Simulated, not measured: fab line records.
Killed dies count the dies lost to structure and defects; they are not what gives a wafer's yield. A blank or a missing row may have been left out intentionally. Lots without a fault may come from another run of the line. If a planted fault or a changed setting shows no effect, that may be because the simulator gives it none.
Matching of chambers -- flow n5_finfet -- N5_FIN_SAQP_ALD_61 on ald_sin-02: 4 sister chambers
The step deposits SiO2, target thk 4 nm, pulse time 1 s, purge time 2 s. 8 wafers are shown with their chamber, then 8 later ones without.

## EACH WAFER AND ITS CHAMBER
wafer,chamber,heater_power_w (W),susceptor_temp_C (C)
L080.3,2,470,300.25
L085.2,1,573,300.01
L085.3,0,444,299.97
L085.4,3,522,299.87
L086.2,2,458,299.82
L086.3,1,567,299.74
L086.6,0,452,300.08
L087.2,3,509,299.99

## WAFERS WITHOUT THEIR CHAMBER
wafer,heater_power_w (W),susceptor_temp_C (C)
L087.4,466,299.86
L087.5,470,299.96
L089.2,510,299.92
L089.5,519,300.09
L089.6,466,300.24
L097.4,574,299.90
L097.5,473,299.86
L097.6,523,300.13

## WHICH CHAMBER EACH ONE RAN IN
wafer,from the rows above,in truth
L087.4,can't be placed: 2 or 0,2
L087.5,2,2
L089.2,3,3
L089.5,3,3
L089.6,can't be placed: 2 or 0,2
L097.4,1,1
L097.5,2,2
L097.6,3,3
Correctly placed: 6 of 8. Cannot be placed on the basis of these rows: 2; the candidates contain the true chamber in 2. Placed wrongly: 0.
How it was worked out, from the rows above alone: a wafer's distance from a chamber is the root of the sum, over the readings, of the square of ((its reading less the chamber's mean) divided by the reading's scatter). If the next closest chamber is less than 2 further off than the closest, the wafer can't be placed; otherwise it belongs to the closest. A chamber's mean is the mean of its shown wafers. The scatter: the root of (the sum of the squares of (reading less its chamber's mean) over the shown wafers, divided by (wafers less chambers)).
